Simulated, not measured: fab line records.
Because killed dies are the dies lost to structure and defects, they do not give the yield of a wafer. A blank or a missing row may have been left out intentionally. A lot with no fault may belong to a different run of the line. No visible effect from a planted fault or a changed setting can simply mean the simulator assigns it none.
fab line records | flow n5-finfet
record: lots: 9 | wafers: 26 | last-day: 18
route steps=1938 shown BEOL_M3@949 BEOL_M4@1111 PASSIVATION@1936
lots untouched by any fault: they come from a run of this same line in which no faults occurred
start-h: start of the lot's first displayed wafer, in hours after the record's first day | wait-h: hours since the lot's step before | " the same as in the row above | L1.1+2: one row covering several wafers at once | - either no value or no given start | * or withheld: withheld | < > ~ a bound
route shown NAME@n: NAME is a module with steps in the file, n the number in the route of the first one | usual: mean and standard deviation over wafers with no fault | same: alike in all rows | chamber/n: place in a boat | sites: the reading at each site | _std_site: how widely they spread, as a standard deviation | _edge_site: mean of outer sites minus mean of inner sites | radius-mm: for every site, how far away it sits from the centre of the wafer | mask NAME#n: copy n | behind: the last tool/chamber to shape the wafer | hold: why the lot was held/for how many hours/how that ended | device: the transistor (n, p or np) that didn't switch | end of line: tests run on the same wafers once the route is complete | where a step has no rows: the recipe by itself | killed: not the wafer's yield, but the dies lost to structure and defects at the first sort | map: a wafer's dies, marking killed ones x, the rest . and places with no die _
set.NAME: setting as actually run; set.NAME@STEP: the setting as run at that earlier step | model.NAME: the simulator's own value behind a step, which no gauge read
a sample of lots followed through the steps of the route, with each step as a table and each wafer as a row
services: the hour from which a tool's chamber was out of use, counted from the record's first day as start-h (under 0 if before that day), plus the number of hours and why
== steps ==
step: N5_BEOL_M3_ETCH_63
recipe: chemistry: CF4 | target: SiARC | target-depth-a: 156 | mask-material: CAR-EUV | time-s: 26 | ion-energy-ev: 80 | pressure-mtorr: 40 | source-w: 545 | bias-w: 36 | Ar_flow_sccm: 100 | cf4-flow-sccm: 100 | ends: cleared
usual: drypump-motor-current-A: 5.7/0.59 | etch-rf-on-time-s: 26.1/0.76 | oes-product-au: 0.68/0.075 | rf-vpp-V: 183.9/1.1 | showerhead-plenum-p-Torr: 2.14/0.057 | throttle-valve-pct: 15.57/0.27
lot.wafer | tool        | chamber | start-h | wait-h | drypump-motor-current-A | etch-rf-on-time-s | oes-product-au | rf-hours-counter-h | rf-vpp-V | showerhead-plenum-p-Torr | throttle-valve-pct
L485.4    | rie-diel-03 | 0       | 156.10  | 0.0    | 5.0                     | 26.0              | 0.73           | 61                 | 185.4    | 2.17                     | 15.16
L485.5    | "           | 0       | "       | "      | 5.0                     | 26.0              | 0.73           | -                  | 183.1    | 2.17                     | 15.16
L485.6    | "           | 3       | "       | "      | 6.3                     | 27.1              | 0.61           | -                  | 185.9    | 2.22                     | 15.69
L488.1    | rie-diel-01 | 0       | 166.20  | 0.0    | 4.7                     | 25.7              | 0.77           | 40                 | 184.0    | 2.18                     | 15.38
L488.4    | "           | 3       | "       | "      | 6.4                     | 26.2              | 0.75           | 52                 | 183.9    | 2.10                     | 15.45
L488.6    | "           | 3       | "       | "      | 6.4                     | 26.0              | 0.75           | -                  | 182.9    | 2.10                     | 15.41
L496.1    | rie-diel-01 | 1       | 213.19  | 0.0    | 5.2                     | 25.6              | 0.61           | 219                | 183.8    | 2.10                     | 15.91
L496.3    | "           | 0       | "       | "      | 4.8                     | 25.7              | 0.75           | 54                 | 183.8    | 2.17                     | 15.41
L496.5    | "           | 3       | "       | "      | 6.4                     | 26.2              | 0.73           | -                  | 183.7    | 2.09                     | 15.46
L497.1    | rie-diel-01 | 3       | 228.40  | 0.0    | 6.4                     | 26.4              | 0.72           | 71                 | 184.1    | 2.09                     | 15.47
L497.5    | "           | 2       | "       | "      | 6.1                     | 24.8              | 0.79           | -                  | 184.9    | 2.10                     | 15.20
L497.6    | "           | 1       | "       | "      | 5.2                     | 25.7              | 0.60           | -                  | 182.0    | 2.10                     | 15.93
L502.1    | rie-diel-03 | 2       | 253.47  | 0.0    | 5.5                     | 26.7              | 0.58           | 245                | 181.5    | 2.03                     | 15.90
L502.3    | "           | 3       | "       | "      | 6.2                     | 26.3              | 0.60           | 224                | 184.3    | 2.21                     | 15.74
L503.3    | rie-diel-01 | 3       | 256.30  | 0.0    | 6.4                     | 26.6              | 0.71           | 81                 | 183.1    | 2.09                     | 15.48
L503.4    | "           | 1       | "       | "      | 5.2                     | 25.9              | 0.59           | 232                | 182.9    | 2.09                     | 15.92
L503.6    | "           | 0       | "       | "      | 4.7                     | 25.9              | 0.72           | -                  | 183.8    | 2.17                     | 15.47
L505.2    | rie-diel-01 | 2       | 266.64  | 0.0    | 6.1                     | 24.7              | 0.78           | 43                 | 184.3    | 2.09                     | 15.22
L505.3    | "           | 0       | "       | "      | 4.8                     | 26.1              | 0.72           | 71                 | 183.5    | 2.17                     | 15.45
L505.4    | "           | 1       | "       | "      | 5.2                     | 26.0              | 0.58           | 235                | 184.7    | 2.09                     | 15.96
L506.2    | rie-diel-03 | 0       | 271.50  | 0.0    | 5.0                     | 26.1              | 0.69           | 96                 | 182.7    | 2.16                     | 15.23
L506.4    | "           | 0       | "       | "      | 5.0                     | 25.7              | 0.70           | -                  | 185.1    | 2.16                     | 15.22
L506.6    | "           | 3       | "       | "      | 6.2                     | 27.1              | 0.59           | -                  | 183.0    | 2.21                     | 15.76
L507.3    | rie-diel-01 | 2       | 285.19  | 0.0    | 6.1                     | 24.6              | 0.78           | 48                 | 182.6    | 2.09                     | 15.24
L507.5    | "           | 3       | "       | "      | 6.4                     | 26.1              | 0.70           | -                  | 182.3    | 2.09                     | 15.48
L507.6    | "           | 2       | "       | "      | 6.1                     | 24.7              | 0.77           | -                  | 182.7    | 2.09                     | 15.24
step: N5_BEOL_M3_STRIP_66
recipe: chemistry: CF4 | resist: SiARC | power-w: 300 | bias-power-w: 75 | pressure-mtorr: 50 | cf4-flow-sccm: 150 | rf-frequency-hz: 6e+07
usual: bias-power-w: 75.01/0.22 | drypump-motor-current-A: 5.7/0.58 | oes-product-au: 0.78/0.079 | rf-vpp-V: 271.1/1.3 | showerhead-plenum-p-Torr: 1.79/0.048 | throttle-valve-pct: 13.54/0.27
lot.wafer | tool        | chamber | start-h | wait-h | bias-power-w | drypump-motor-current-A | oes-product-au | rf-hours-counter-h | rf-vpp-V | showerhead-plenum-p-Torr | throttle-valve-pct
L485.4    | rie-diel-03 | 0       | 156.25  | 0.0    | 75.51        | 5.0                     | 0.85           | 61                 | 272.8    | 1.82                     | 13.17
L485.5    | "           | 0       | "       | "      | 75.65        | 5.0                     | 0.85           | -                  | 271.3    | 1.82                     | 13.15
L485.6    | "           | 3       | "       | "      | 74.96        | 6.2                     | 0.72           | -                  | 271.2    | 1.86                     | 13.69
L488.1    | rie-diel-01 | 0       | 166.35  | 0.0    | 74.98        | 4.8                     | 0.88           | 40                 | 271.8    | 1.82                     | 13.35
L488.4    | "           | 3       | "       | "      | 74.79        | 6.3                     | 0.87           | 52                 | 270.0    | 1.75                     | 13.31
L488.6    | "           | 3       | "       | "      | 75.04        | 6.4                     | 0.87           | -                  | 269.7    | 1.75                     | 13.34
L496.1    | rie-diel-01 | 1       | 213.35  | 0.0    | 74.70        | 5.2                     | 0.70           | 219                | 271.6    | 1.76                     | 13.95
L496.3    | "           | 0       | "       | "      | 75.09        | 4.7                     | 0.86           | 54                 | 272.4    | 1.82                     | 13.36
L496.5    | "           | 3       | "       | "      | 75.16        | 6.4                     | 0.85           | -                  | 271.1    | 1.74                     | 13.36
L497.1    | rie-diel-01 | 3       | 228.56  | 0.0    | 74.74        | 6.4                     | 0.84           | 71                 | 269.7    | 1.74                     | 13.37
L497.5    | "           | 2       | "       | "      | 75.04        | 6.1                     | 0.91           | -                  | 269.2    | 1.77                     | 13.24
L497.6    | "           | 1       | "       | "      | 75.14        | 5.2                     | 0.69           | -                  | 271.6    | 1.76                     | 13.93
L502.1    | rie-diel-03 | 2       | 253.63  | 0.0    | 74.93        | 5.5                     | 0.68           | 245                | 269.4    | 1.70                     | 13.88
L502.3    | "           | 3       | "       | "      | 74.93        | 6.2                     | 0.71           | 224                | 271.2    | 1.85                     | 13.73
L503.3    | rie-diel-01 | 3       | 256.46  | 0.0    | 74.75        | 6.4                     | 0.83           | 81                 | 269.4    | 1.74                     | 13.39
L503.4    | "           | 1       | "       | "      | 74.78        | 5.2                     | 0.70           | 232                | 270.4    | 1.76                     | 13.96
L503.6    | "           | 0       | "       | "      | 74.89        | 4.7                     | 0.84           | -                  | 270.7    | 1.82                     | 13.39
L505.2    | rie-diel-01 | 2       | 266.80  | 0.0    | 75.22        | 6.1                     | 0.89           | 43                 | 270.3    | 1.77                     | 13.25
L505.3    | "           | 0       | "       | "      | 75.27        | 4.7                     | 0.84           | 71                 | 270.9    | 1.82                     | 13.42
L505.4    | "           | 1       | "       | "      | 75.20        | 5.2                     | 0.69           | 235                | 271.0    | 1.76                     | 13.97
L506.2    | rie-diel-03 | 0       | 271.74  | 0.0    | 74.80        | 5.0                     | 0.80           | 96                 | 271.5    | 1.81                     | 13.24
L506.4    | "           | 0       | "       | "      | 74.82        | 5.0                     | 0.82           | -                  | 270.9    | 1.81                     | 13.22
L506.6    | "           | 3       | "       | "      | 74.88        | 6.2                     | 0.70           | -                  | 272.2    | 1.85                     | 13.76
L507.3    | rie-diel-01 | 2       | 285.34  | 0.0    | 75.17        | 6.1                     | 0.87           | 48                 | 269.8    | 1.77                     | 13.25
L507.5    | "           | 3       | "       | "      | 74.84        | 6.4                     | 0.82           | -                  | 272.2    | 1.74                     | 13.41
L507.6    | "           | 2       | "       | "      | 75.02        | 6.1                     | 0.87           | -                  | 270.7    | 1.77                     | 13.27
step: N5_BEOL_M3_ALD_98
recipe: material: SiO2 | target-thk-a: 25 | temp-c: 100 | ald-precursor-family: BDEAS | ald-co-reactant: O2-plasma | pulse-time-s: 1 | co-reactant-pulse-time-s: 1 | purge-time-s: 2 | co-reactant-purge-time-s: 2 | ald-cycles: 17 | pressure-torr: 2
usual: ald-cycles: 17/0 | chamber-pressure-Torr: 2.000/0.0044 | heater-power-w: 79/6.7 | precursor-pulse-height-rel: 1.001/0.021
lot.wafer | tool       | chamber | start-h | wait-h | ald-cycles | chamber-pressure-Torr | heater-power-w | precursor-pulse-height-rel
L485.4    | ald-sin-01 | 0       | 157.61  | 0.1    | 17         | 2.001                 | 78             | 0.987
L485.5    | "          | 2       | "       | "      | 17         | 1.996                 | 77             | 1.007
L485.6    | "          | 3       | "       | "      | 17         | 1.997                 | 80             | 0.990
L488.1    | ald-sin-04 | 3       | 168.05  | 0.6    | 17         | 2.006                 | 89             | 0.979
L488.4    | "          | 2       | "       | "      | 17         | 2.000                 | 78             | 1.033
L488.6    | "          | 0       | "       | "      | 17         | 1.995                 | 70             | 1.015
L496.1    | ald-sin-01 | 3       | 214.27  | 0.1    | -          | -                     | -              | -
L496.3    | "          | 1       | "       | "      | -          | -                     | -              | -
L496.5    | "          | 3       | "       | "      | -          | -                     | -              | -
L497.1    | ald-sin-01 | 3       | 229.72  | 0.1    | -          | -                     | -              | -
L497.5    | "          | 2       | "       | "      | -          | -                     | -              | -
L497.6    | "          | 3       | "       | "      | -          | -                     | -              | -
L502.1    | ald-sin-03 | 0       | 254.55  | 0.1    | 17         | 1.992                 | 93             | 1.003
L502.3    | "          | 1       | "       | "      | 17         | 1.995                 | 69             | 1.009
L503.3    | ald-sin-04 | 2       | 257.46  | 0.1    | 17         | 1.997                 | 79             | 0.969
L503.4    | "          | 1       | "       | "      | 17         | 2.007                 | 80             | 1.014
L503.6    | "          | 0       | "       | "      | 17         | 2.002                 | 70             | 0.992
L505.2    | ald-sin-01 | 0       | 267.91  | 0.1    | 17         | 1.998                 | 78             | 0.990
L505.3    | "          | 1       | "       | "      | 17         | 2.009                 | 75             | 1.011
L505.4    | "          | 3       | "       | "      | 17         | 2.000                 | 82             | 1.026
L506.2    | ald-sin-01 | 0       | 272.87  | 0.2    | 17         | 2.002                 | 78             | 0.997
L506.4    | "          | 3       | "       | "      | 17         | 1.999                 | 80             | 0.997
L506.6    | "          | 2       | "       | "      | 17         | 2.001                 | 78             | 1.012
L507.3    | ald-sin-03 | 1       | 286.26  | 0.1    | 17         | 2.002                 | 71             | 1.014
L507.5    | "          | 3       | "       | "      | 17         | 1.998                 | 75             | 1.018
L507.6    | "          | 0       | "       | "      | 17         | 1.995                 | 94             | 1.002
step: N5_BEOL_M3_TRENCH_ETCH_37
recipe: chemistry: C4F6/O2 | target-depth-a: 555.55 | target: SiOC | time-s: 29.2 | ion-energy-ev: 250 | pressure-mtorr: 30 | source-w: 355 | bias-w: 185 | Ar_flow_sccm: 300 | C4F6_flow_sccm: 10 | O2_flow_sccm: 10
usual: O2_flow_sccm: 10.00/0.031 | drypump-motor-current-A: 5.8/0.61 | oes-product-au: 0.80/0.091 | rf-vpp-V: 672/15 | showerhead-plenum-p-Torr: 2.83/0.079 | throttle-valve-pct: 20.90/0.29
lot.wafer | tool        | chamber | start-h | wait-h | O2_flow_sccm | drypump-motor-current-A | oes-product-au | rf-hours-counter-h | rf-vpp-V | showerhead-plenum-p-Torr | throttle-valve-pct
L485.4    | rie-diel-04 | 1       | -       | -      | 10.01        | 6.6                     | 0.79           | 99                 | 684      | 2.89                     | 20.98
L485.5    | "           | 1       | "       | "      | 9.94         | 6.6                     | 0.80           | -                  | 683      | 2.89                     | 20.98
L485.6    | "           | 0       | "       | "      | 10.00        | 5.8                     | 0.67           | -                  | 664      | 2.92                     | 21.42
L488.1    | rie-diel-03 | 0       | -       | -      | 9.98         | 5.0                     | 0.86           | 64                 | 672      | 2.87                     | 20.36
L488.4    | "           | 2       | "       | "      | 10.01        | 5.5                     | 0.69           | 220                | 680      | 2.72                     | 21.14
L488.6    | "           | 1       | "       | "      | 10.03        | 5.3                     | 0.76           | -                  | 676      | 2.86                     | 20.83
L496.1    | rie-diel-01 | 3       | -       | -      | 9.98         | 6.4                     | 0.85           | 68                 | 673      | 2.80                     | 20.85
L496.3    | "           | 2       | "       | "      | 10.03        | 6.1                     | 0.93           | 28                 | 662      | 2.76                     | 20.31
L496.5    | "           | 2       | "       | "      | 10.00        | 6.1                     | 0.93           | -                  | 661      | 2.76                     | 20.30
L497.1    | rie-diel-04 | 2       | -       | -      | 10.02        | 5.7                     | 0.85           | 40                 | 700      | 2.93                     | 21.13
L497.5    | "           | 3       | "       | "      | 10.01        | 6.6                     | 0.71           | -                  | 678      | 2.71                     | 21.17
L497.6    | "           | 2       | "       | "      | 10.00        | 5.7                     | 0.85           | -                  | 701      | 2.93                     | 21.12
L502.1    | rie-diel-01 | 2       | -       | -      | 9.99         | 6.1                     | 0.91           | 40                 | 661      | 2.76                     | 20.34
L502.3    | "           | 1       | "       | "      | 10.00        | 5.2                     | 0.69           | 231                | 648      | 2.78                     | 21.08
L503.3    | rie-diel-01 | 2       | -       | -      | 10.05        | 6.1                     | 0.91           | 42                 | 661      | 2.76                     | 20.31
L503.4    | "           | 3       | "       | "      | 9.97         | 6.4                     | 0.84           | 82                 | 674      | 2.79                     | 20.88
L503.6    | "           | 3       | "       | "      | 9.95         | 6.4                     | 0.84           | -                  | 673      | 2.79                     | 20.87
L505.2    | rie-diel-04 | 0       | -       | -      | 10.01        | 5.7                     | 0.92           | 18                 | 663      | 2.90                     | 21.09
L505.3    | "           | 3       | "       | "      | 10.01        | 6.6                     | 0.70           | 218                | 676      | 2.70                     | 21.21
L505.4    | "           | 0       | "       | "      | 9.96         | 5.7                     | 0.92           | -                  | 664      | 2.90                     | 21.10
L506.2    | rie-diel-01 | 3       | -       | -      | 9.96         | 6.4                     | 0.84           | 90                 | 673      | 2.79                     | 20.88
L506.4    | "           | 0       | "       | "      | 10.01        | 4.7                     | 0.84           | 78                 | 655      | 2.87                     | 20.69
L506.6    | "           | 0       | "       | "      | 10.02        | 4.7                     | 0.84           | -                  | 655      | 2.87                     | 20.71
L507.3    | rie-diel-04 | 2       | -       | -      | 10.01        | 5.7                     | 0.82           | 54                 | 700      | 2.92                     | 21.12
L507.5    | "           | 1       | "       | "      | 10.05        | 6.5                     | 0.77           | -                  | 682      | 2.88                     | 21.05
L507.6    | "           | 2       | "       | "      | 9.97         | 5.7                     | 0.82           | -                  | 698      | 2.92                     | 21.14
step: N5_BEOL_M4_RC_MEAS_101
usual: DIBL_N: 35.9/1.7 | DIBL_P: 36.0/2.2 | IOFF_N: 0.16/0.031 | IOFF_P: 0.21/0.039 | ION_N: 678/13 | ION_P: 464/8.8 | SS_N: 71.5/0.61 | SS_P: 73.2/0.68 | VT_N: 249/3.3 | VT_P: -250/3.8
lot.wafer | tool      | chamber | start-h | wait-h | DIBL_N[mV/V] | DIBL_P[mV/V] | IOFF_N[nA/um] | IOFF_P[nA/um] | ION_N[uA/um] | ION_P[uA/um] | SS_N[mV/dec] | SS_P[mV/dec] | VT_N[mV] | VT_P[mV]
L485.4    | prober-01 | 0       | 175.67  | 0.5    | 38.4         | 37.7         | 0.21          | 0.26          | 695          | 470          | 71.6         | 73.7         | 243      | -247
L485.5    | "         | 0       | "       | "      | 39.0         | 39.2         | 0.23          | 0.27          | 705          | 480          | 72.3         | 74.5         | 245      | -246
L485.6    | "         | 0       | "       | "      | 37.1         | 36.2         | 0.19          | 0.24          | 686          | 473          | 71.4         | 73.2         | 244      | -247
L488.1    | prober-01 | 0       | 193.34  | 0.0    | 31.6         | 31.5         | 0.09          | 0.13          | 641          | 450          | 70.2         | 72.0         | 258      | -260
L488.4    | "         | 0       | "       | "      | 33.5         | 34.6         | 0.11          | 0.15          | 664          | 455          | 70.5         | 72.4         | 256      | -257
L488.6    | "         | 0       | "       | "      | 37.1         | 38.8         | 0.17          | 0.21          | 676          | 457          | 71.3         | 73.5         | 250      | -254
L496.1    | prober-02 | 0       | 235.40  | 0.0    | 36.7         | 37.8         | 0.17          | 0.21          | 673          | 458          | 71.7         | 73.6         | 248      | -250
L496.3    | "         | 0       | "       | "      | 39.1         | 40.6         | 0.20          | 0.27          | 675          | 466          | 71.5         | 74.3         | 245      | -247
L496.5    | "         | 0       | "       | "      | 36.3         | 37.5         | 0.16          | 0.22          | 666          | 463          | 71.2         | 73.8         | 247      | -252
L497.1    | prober-02 | 0       | 250.16  | 0.0    | 34.5         | 35.4         | 0.15          | 0.22          | 668          | 462          | 70.2         | 73.0         | 250      | -247
L497.5    | "         | 0       | "       | "      | 34.2         | 35.6         | 0.15          | 0.23          | 682          | 470          | 71.2         | 72.5         | 249      | -244
L497.6    | "         | 0       | "       | "      | 35.3         | 35.0         | 0.14          | 0.21          | 659          | 455          | 71.0         | 73.0         | 253      | -251
L502.1    | prober-01 | 0       | 272.00  | 0.0    | 33.5         | 31.6         | 0.12          | 0.15          | 665          | 452          | 70.6         | 72.5         | 253      | -253
L502.3    | "         | 0       | "       | "      | 35.2         | 34.2         | 0.14          | 0.18          | 675          | 460          | 70.9         | 73.2         | 249      | -250
L503.3    | prober-02 | 0       | 281.73  | 0.3    | 35.3         | 33.9         | 0.13          | 0.17          | 651          | 447          | 71.1         | 72.2         | 255      | -254
L503.4    | "         | 0       | "       | "      | 36.2         | 35.6         | 0.14          | 0.19          | 677          | 465          | 71.7         | 73.0         | 252      | -251
L503.6    | "         | 0       | "       | "      | 34.4         | 33.5         | 0.12          | 0.16          | 655          | 452          | 71.4         | 72.7         | 255      | -252
L505.2    | prober-02 | 0       | 294.82  | 0.2    | 37.5         | 37.3         | 0.19          | 0.28          | 692          | 472          | 72.1         | 74.0         | 246      | -244
L505.3    | "         | 0       | "       | "      | 34.6         | 33.9         | 0.14          | 0.22          | 679          | 477          | 70.7         | 72.9         | 251      | -246
L505.4    | "         | 0       | "       | "      | 35.9         | 35.3         | 0.16          | 0.23          | 678          | 470          | 71.8         | 72.9         | 248      | -247
L506.2    | prober-02 | 0       | 310.91  | 0.2    | 32.6         | 34.7         | 0.13          | 0.21          | 678          | 471          | 71.6         | 72.8         | 253      | -248
L506.4    | "         | 0       | "       | "      | 34.8         | 36.8         | 0.17          | 0.23          | 685          | 472          | 72.3         | 73.4         | 249      | -250
L506.6    | "         | 0       | "       | "      | 34.6         | 36.9         | 0.16          | 0.25          | 674          | 466          | 72.4         | 74.2         | 251      | -248
L507.3    | prober-02 | 0       | 314.06  | 0.3    | 34.9         | 33.1         | 0.13          | 0.17          | 681          | 462          | 71.8         | 73.0         | 251      | -252
L507.5    | "         | 0       | "       | "      | 38.4         | 38.7         | 0.20          | 0.25          | 688          | 463          | 72.1         | 73.7         | 245      | -249
L507.6    | "         | 0       | "       | "      | 34.8         | 33.7         | 0.13          | 0.17          | 690          | 465          | 70.8         | 72.6         | 250      | -254
step: N5_PASSIVATION_PROBE_49
usual: defect-limited-yield: 90.9/1.5 | killed_at_M0_to_M3: 36/10 | killed_at_M4_up: 13/5.5 | killed-at-contacts: 12/5.6 | killed-at-front-end: 42/12 | killed-at-other: 4/3.2 | killed-dies: 108/18 | killed-open: 71/13 | killed-short: 34/7.8 | sort_bin_5_function: 5.4/1 | sort_bin_6_memory: 3.4/0.68 | sort-n-pass: 1072/18 | sort-yield-pct: 90.9/1.5
same: gross-dies: 1180 | killed-at-back-side: 0 | sort_bin_4_leakage[%]: 0 | sort_bin_8_speed[%]: 0
lot.wafer | tool      | chamber | start-h | wait-h | defect-limited-yield[%] | killed_at_M0_to_M3 | killed_at_M4_up | killed-at-contacts | killed-at-front-end | killed-at-other | killed-dies | killed-open | killed-short | sort_bin_5_function[%] | sort_bin_6_memory[%] | sort-n-pass | sort-yield-pct[%]
L496.1    | prober-02 | -       | 336.83  | 0.0    | 90.2                    | 47                 | 22              | 5                  | 36                  | 6               | 116         | 69          | 45           | 6.2                    | 3.2                  | 1064        | 90.2
L497.6    | prober-01 | -       | 355.39  | 0.3    | 91.9                    | 21                 | 9               | 23                 | 38                  | 4               | 95          | 59          | 35           | 4.2                    | 3.3                  | 1085        | 91.9
L503.3    | prober-01 | -       | 399.21  | 0.1    | 90.4                    | 40                 | 8               | 5                  | 47                  | 13              | 113         | 73          | 38           | 5.8                    | 3.3                  | 1067        | 90.4
L503.4    | prober-01 | -       | 399.26  | 0.2    | 92.6                    | 38                 | 11              | 7                  | 24                  | 7               | 87          | 56          | 27           | 4.3                    | 2.9                  | 1093        | 92.6
L503.6    | prober-01 | -       | 399.36  | 0.3    | 91.0                    | 34                 | 10              | 10                 | 46                  | 6               | 106         | 71          | 32           | 4.3                    | 4.3                  | 1074        | 91.0
L502.1    | prober-01 | -       | 400.90  | 0.0    | 92.2                    | 28                 | 17              | 5                  | 35                  | 7               | 92          | 61          | 28           | 4.7                    | 2.9                  | 1088        | 92.2
L502.3    | prober-01 | -       | 401.00  | 0.1    | 93.7                    | 31                 | 7               | 6                  | 27                  | 3               | 74          | 53          | 20           | 4.2                    | 1.9                  | 1106        | 93.7
L505.2    | prober-01 | -       | 410.77  | 0.1    | 90.8                    | 33                 | 17              | 16                 | 42                  | 1               | 109         | 72          | 32           | 4.7                    | 3.9                  | 1071        | 90.8
L505.3    | prober-01 | -       | 410.82  | 0.1    | 86.9                    | 52                 | 20              | 19                 | 59                  | 4               | 154         | 106         | 47           | 8.4                    | 4.4                  | 1026        | 86.9
L505.4    | prober-01 | -       | 410.87  | 0.2    | 91.1                    | 30                 | 12              | 26                 | 37                  | 0               | 105         | 74          | 30           | 4.8                    | 4.0                  | 1075        | 91.1
killed by level:class
L496.1 FIN_SAQP:geometric-particle:open=10 BEOL_M0_SAQP:geometric-particle:short=10 BEOL_M2:geometric-particle:open=10 FIN_SAQP:geometric-particle:short=7 BEOL_M0:geometric-particle:short=7 BEOL_M4:geometric-particle:open=7 BEOL_M3:geometric-particle:open=6 DUMMY_GATE:geometric-particle:open=5
L497.6 MOL_CONTACT_COAG:geometric-particle:open=17 GATE_CUT:geometric-particle:short=10 FIN_SAQP:geometric-particle:short=8 FIN_SAQP:geometric-particle:open=8 BEOL_M2:geometric-particle:open=8 MOL_CONTACT_COAG:geometric-particle:short=6 DUMMY_GATE:geometric-particle:open=3 GATE_CUT:geometric-particle:open=3
L503.3 FIN_SAQP:geometric-particle:short=14 FIN_SAQP:geometric-particle:open=11 BEOL_M0_SAQP:geometric-particle:short=11 BEOL_M2:geometric-particle:open=9 STI_FIN_REVEAL:geometric-particle:open=8 BEOL_M0_SAQP:geometric-particle:open=8 MIM_TOP_ETCH:geometric-particle:open=7 MOL_CONTACT_COAG:geometric-particle:open=5
L503.4 BEOL_M1:geometric-particle:open=11 BEOL_M0_SAQP:geometric-particle:short=9 MOL_CONTACT_COAG:geometric-particle:open=7 BEOL_M0_SAQP:geometric-particle:open=6 BEOL_M2:geometric-particle:open=6 STI_FIN_REVEAL:geometric-particle:open=5 BEOL_M5:geometric-particle:open=5 FIN_SAQP:geometric-particle:short=4
L503.6 STI_FIN_REVEAL:geometric-particle:open=11 MOL_CONTACT_COAG:geometric-particle:open=7 BEOL_M0_SAQP:geometric-particle:short=6 SPACER0:geometric-particle:open=6 BEOL_M3:geometric-particle:open=6 FIN_SAQP:geometric-particle:open=5 BEOL_M0_SAQP:geometric-particle:open=5 BEOL_M1:geometric-particle:open=5
L502.1 STI_FIN_REVEAL:geometric-particle:open=12 BEOL_M1:geometric-particle:open=11 BEOL_M3:geometric-particle:open=8 GATE_CUT:geometric-particle:short=6 BEOL_M4:geometric-particle:open=6 FIN_SAQP:geometric-particle:open=4 MOL_CONTACT_COAG:geometric-particle:open=4 FIN_SAQP:geometric-particle:short=3
L502.3 BEOL_M3:geometric-particle:open=11 STI_FIN_REVEAL:geometric-particle:open=6 MOL_CONTACT_COAG:geometric-particle:open=6 BEOL_M0_SAQP:geometric-particle:open=6 BEOL_M0_SAQP:geometric-particle:short=5 FIN_SAQP:geometric-particle:short=3 FIN_SAQP:geometric-particle:open=3 ILD0:geometric-particle:short=3
L505.2 MOL_CONTACT_COAG:geometric-particle:open=13 BEOL_M3:geometric-particle:open=10 FIN_SAQP:geometric-particle:open=9 STI_FIN_REVEAL:geometric-particle:open=8 BEOL_M5:geometric-particle:open=8 FIN_SAQP:geometric-particle:short=7 BEOL_M0_SAQP:geometric-particle:short=7 BEOL_M2:geometric-particle:open=6
L505.3 BEOL_M2:geometric-particle:open=19 FIN_SAQP:geometric-particle:open=18 FIN_SAQP:geometric-particle:short=16 MOL_CONTACT_COAG:geometric-particle:open=13 BEOL_M4:geometric-particle:open=9 BEOL_M0_SAQP:geometric-particle:open=9 DUMMY_GATE:geometric-particle:open=7 MOL_CONTACT_COAG:geometric-particle:short=6
L505.4 MOL_CONTACT_COAG:geometric-particle:open=21 FIN_SAQP:geometric-particle:open=10 BEOL_M2:geometric-particle:open=10 FIN_SAQP:geometric-particle:short=9 MOL_CONTACT_COAG:geometric-particle:short=5 BEOL_M4:geometric-particle:open=5 STI_FIN_REVEAL:geometric-particle:open=4 BEOL_M0_SAQP:geometric-particle:short=4
== services ==
tool        | chamber | start-h | hours | kind
rie-diel-04 | 1       | 139.52  | 4.0   | repair
ald-sin-03  | -       | 178.35  | 14.0  | pm
rie-diel-04 | 0       | 197.34  | -     | clean
rie-diel-04 | 0       | 197.34  | -     | consumable-replace:focus-ring
rie-diel-04 | 0       | 197.34  | 18.8  | scheduled-down
rie-diel-04 | 0       | 197.34  | 18.8  | vent-cycle
ald-sin-01  | 3       | 214.81  | 5.2   | repair
rie-diel-04 | 1       | 221.30  | 13.8  | repair
rie-diel-01 | 1       | 240.27  | 4.0   | repair
ald-sin-01  | 2       | 255.69  | 3.8   | repair
rie-diel-03 | 2       | 265.86  | -     | clean
rie-diel-03 | 2       | 265.86  | -     | consumable-replace:focus-ring
rie-diel-03 | 2       | 265.86  | -     | consumable-replace:showerhead
rie-diel-03 | 2       | 265.86  | 14.9  | scheduled-down
rie-diel-03 | 2       | 265.86  | 14.9  | vent-cycle
ald-sin-03  | 2       | 267.83  | 10.0  | repair
ald-sin-04  | -       | 268.69  | 14.0  | pm
ald-sin-04  | 0       | 268.69  | 14.0  | vent-cycle
ald-sin-04  | 1       | 268.69  | 14.0  | vent-cycle
ald-sin-04  | 2       | 268.69  | 14.0  | vent-cycle
ald-sin-04  | 3       | 268.69  | 14.0  | vent-cycle
rie-diel-04 | 2       | 273.35  | 7.5   | repair
ald-sin-04  | 0       | 282.69  | -     | clean
ald-sin-04  | 1       | 282.69  | -     | clean
== key ==
first-sign: step: N5_BEOL_M3_ALD_98 | reading: tool-record | direction: missing
effect none on later readings
met-at N5_BEOL_M3_ALD_98
struck-lots L496,L497
not-acting-at N5_BEOL_M3_ETCH_63,N5_BEOL_M3_STRIP_66,N5_BEOL_M3_TRENCH_ETCH_37
onset-between 157.61 214.27
fault: kind: skipped-step-whole | tool: ald-sin-01 | chamber: - | onset-h: 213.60 | steps: N5_BEOL_M3_ALD_98 | scope: struck-lots-only
